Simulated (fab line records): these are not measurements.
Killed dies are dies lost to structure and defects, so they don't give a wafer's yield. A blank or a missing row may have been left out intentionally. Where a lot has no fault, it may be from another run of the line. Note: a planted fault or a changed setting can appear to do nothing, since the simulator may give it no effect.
Matching of chambers ; flow n5-finfet ; 4 sister chambers for N5_BEOL_M2_ALD_98 on ald-sin-04
The step deposits SiO2, target thk 2.5 nm, pulse time 1 s, co reactant pulse time 1 s. 8 wafers are shown with their chamber, then 6 later ones without.

== WAFERS, EACH WITH ITS CHAMBER ==
wafer;chamber;heater-power-w (W);precursor-pulse-height-rel
L292.2;0;70;0.962
L294.6;0;69;0.998
L302.5;2;88;0.996
L302.6;3;94;1.011
L304.4;2;89;0.993
L304.6;1;93;0.993
L307.2;1;94;0.991
L307.4;3;96;0.979

== WAFERS WITH NO CHAMBER GIVEN ==
wafer;heater-power-w (W);precursor-pulse-height-rel
L307.6;86;0.972
L310.1;97;0.999
L310.3;89;1.022
L311.1;97;1.032
L311.2;87;1.017
L311.3;89;0.965

== THE CHAMBER EACH PASSED THROUGH ==
wafer;from the rows above;in truth
L307.6;2;2
L310.1;can't be placed: 3 or 1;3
L310.3;2;2
L311.1;can't be placed: 3 or 1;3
L311.2;2;2
L311.3;2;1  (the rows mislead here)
Correct placement for 3 of the 6. These rows do not allow placing 2 (true chamber among the candidates in 2). Wrongly placed: 1.
How it was worked out, from the rows above alone: a wafer's distance from a chamber is the root of the sum, over the readings, of the square of ((its reading less the chamber's mean) divided by the reading's scatter). The wafer belongs to the nearest chamber; if the next one is less than 2 further off, it can't be placed. The mean given for a chamber averages the wafers shown for that chamber. The scatter is the square root of a quotient: the sum, over the shown wafers, of each reading's squared deviation from its chamber's mean, divided by wafers minus chambers.
